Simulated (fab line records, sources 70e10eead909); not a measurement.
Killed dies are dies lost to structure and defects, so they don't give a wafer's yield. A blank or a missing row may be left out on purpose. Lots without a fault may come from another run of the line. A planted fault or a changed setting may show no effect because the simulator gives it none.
Chamber matching | flow nand_harc | NHARC_THIN_TSV_DEP_47 on pecvd-02: 3 sister chambers
The step deposits SiO2, target thk 200 nm. 3 wafers are shown with their chamber, then 9 later ones without.

WAFERS WITH THEIR CHAMBER
wafer  | chamber | throttle_valve_pct (%)
L176.3 | 1       | 16.4
L179.2 | 2       | 15.8
L179.4 | 0       | 16.5

WAFERS WITHOUT THEIR CHAMBER
wafer  | throttle_valve_pct (%)
L187.3 | 16.2
L187.5 | 16.2
L187.6 | 16.1
L185.1 | 15.9
L185.4 | 15.9
L185.6 | 15.5
L189.3 | 16.1
L189.4 | 15.8
L189.5 | 16.2

WHICH CHAMBER EACH WENT THROUGH
wafer  | from the rows above          | in truth
L187.3 | can't be placed: 1 or 0 or 2 | 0
L187.5 | can't be placed: 1 or 0 or 2 | 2
L187.6 | can't be placed: 1 or 2 or 0 | 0
L185.1 | can't be placed: 2 or 1      | 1
L185.4 | can't be placed: 2 or 1      | 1
L185.6 | 2                            | 2
L189.3 | can't be placed: 1 or 2 or 0 | 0
L189.4 | 2                            | 2
L189.5 | can't be placed: 1 or 0 or 2 | 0
Placed correctly: 2 of 9. Can't be placed from these rows: 7 (the true chamber is among the candidates in 7). Placed wrongly: 0.
How it was worked out, from the rows above alone: a wafer's distance from a chamber is the root of the sum, over the readings, of the square of ((its reading less the chamber's mean) divided by the reading's scatter). The wafer belongs to the nearest chamber; if the next one is less than 2 further off, it can't be placed. A chamber's mean is the mean of its shown wafers. The scatter: with one shown wafer a chamber, the root of the mean of the squares of how far each hidden wafer lies from its nearest shown one.
